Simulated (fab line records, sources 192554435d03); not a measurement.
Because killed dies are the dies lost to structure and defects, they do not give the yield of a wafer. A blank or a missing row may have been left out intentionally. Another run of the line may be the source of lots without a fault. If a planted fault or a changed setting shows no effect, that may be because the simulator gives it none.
Matching of chambers :: flow n5 finfet :: N5_BEOL_M9_CURE_71 on uv cure-03: 3 sister chambers
The step cures SiCOH lowk, time 240 s. 22 wafers are shown with their chamber, then 11 later ones without.

== WAFERS, EACH WITH ITS CHAMBER ==
wafer: L077.3
chamber: 2
wafer_temp_C_max: 386.1
lamp power pct (%): 52.36

wafer: L077.5
chamber: 2
wafer_temp_C_max: 386.4
lamp power pct (%): 52.34

wafer: L077.6
chamber: 2
wafer_temp_C_max: 386.2
lamp power pct (%): 52.36

wafer: L079.1
chamber: 0
wafer_temp_C_max: 386.6
lamp power pct (%): 52.24

wafer: L079.3
chamber: 0
wafer_temp_C_max: 386.7
lamp power pct (%): 52.26

wafer: L079.6
chamber: 0
wafer_temp_C_max: 386.4
lamp power pct (%): 52.33

wafer: L079.2
chamber: 0
wafer_temp_C_max: 386.9
lamp power pct (%): 52.36

wafer: L079.4
chamber: 0
wafer_temp_C_max: 387.1
lamp power pct (%): 52.33

wafer: L079.5
chamber: 0
wafer_temp_C_max: 387.1
lamp power pct (%): 52.27

wafer: L085.1
chamber: 0
wafer_temp_C_max: 386.7
lamp power pct (%): 52.31

wafer: L085.3
chamber: 0
wafer_temp_C_max: 386.8
lamp power pct (%): 52.33

wafer: L085.5
chamber: 0
wafer_temp_C_max: 386.5
lamp power pct (%): 52.39

wafer: L085.2
chamber: 0
wafer_temp_C_max: 386.9
lamp power pct (%): 52.37

wafer: L085.4
chamber: 0
wafer_temp_C_max: 386.5
lamp power pct (%): 52.31

wafer: L085.6
chamber: 0
wafer_temp_C_max: 386.8
lamp power pct (%): 52.33

wafer: L087.2
chamber: 1
wafer_temp_C_max: 385.9
lamp power pct (%): 52.28

wafer: L087.4
chamber: 1
wafer_temp_C_max: 385.7
lamp power pct (%): 52.25

wafer: L087.6
chamber: 1
wafer_temp_C_max: 385.6
lamp power pct (%): 52.25

wafer: L089.1
chamber: 0
wafer_temp_C_max: 386.3
lamp power pct (%): 52.31

wafer: L089.3
chamber: 0
wafer_temp_C_max: 386.6
lamp power pct (%): 52.29

wafer: L089.6
chamber: 0
wafer_temp_C_max: 386.4
lamp power pct (%): 52.29

wafer: L089.2
chamber: 0
wafer_temp_C_max: 386.4
lamp power pct (%): 52.36

SIGNATURES (averages over the wafers above)
reading: wafer_temp_C_max
chamber 0: 386.669
chamber 1: 385.733
chamber 2: 386.233
scatter within a chamber: 0.233

reading: lamp power pct
chamber 0: 52.3175
chamber 1: 52.2600
chamber 2: 52.3533
scatter within a chamber: 0.0373
Rule: for each reading, subtract the chamber's mean from the wafer's reading, divide by that reading's scatter and square the result; add these up over the readings and take the root, which gives the wafer's distance from the chamber. If the next closest chamber is less than 2 further off than the closest, the wafer can't be placed; otherwise it belongs to the closest. The scatter: the root of (the sum of the squares of (reading less its chamber's mean) over the shown wafers, divided by (wafers less chambers)).

== WAFERS WHOSE CHAMBER IS MISSING ==
wafer: L089.4
wafer_temp_C_max: 386.8
lamp power pct (%): 52.21

wafer: L089.5
wafer_temp_C_max: 386.6
lamp power pct (%): 52.42

wafer: L092.2
wafer_temp_C_max: 386.4
lamp power pct (%): 52.24

wafer: L092.3
wafer_temp_C_max: 385.9
lamp power pct (%): 52.29

wafer: L092.5
wafer_temp_C_max: 386.0
lamp power pct (%): 52.26

wafer: L093.2
wafer_temp_C_max: 385.9
lamp power pct (%): 52.30

wafer: L093.5
wafer_temp_C_max: 386.0
lamp power pct (%): 52.36

wafer: L093.6
wafer_temp_C_max: 385.9
lamp power pct (%): 52.27

wafer: L096.3
wafer_temp_C_max: 386.8
lamp power pct (%): 52.28

wafer: L096.5
wafer_temp_C_max: 387.7
lamp power pct (%): 52.32

wafer: L096.6
wafer_temp_C_max: 386.6
lamp power pct (%): 52.33

== EACH ONE'S CHAMBER ==
wafer: L089.4
from the rows above: can't be placed: 0 or 2 or 1
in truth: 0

wafer: L089.5
from the rows above: can't be placed: 2 or 0
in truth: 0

wafer: L092.2
from the rows above: can't be placed: 0 or 1 or 2
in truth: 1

wafer: L092.3
from the rows above: can't be placed: 1 or 2
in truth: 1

wafer: L092.5
from the rows above: can't be placed: 1 or 2
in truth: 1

wafer: L093.2
from the rows above: can't be placed: 1 or 2
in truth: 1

wafer: L093.5
from the rows above: can't be placed: 2 or 1
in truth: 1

wafer: L093.6
from the rows above: can't be placed: 1 or 2
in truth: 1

wafer: L096.3
from the rows above: can't be placed: 0 or 2
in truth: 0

wafer: L096.5
from the rows above: can't be placed: 0 or 2
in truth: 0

wafer: L096.6
from the rows above: can't be placed: 0 or 2
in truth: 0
Correctly placed: 0 of 11. From these rows, 11 cannot be placed; in 11 the true chamber is one of the candidates. Placed wrongly: 0.
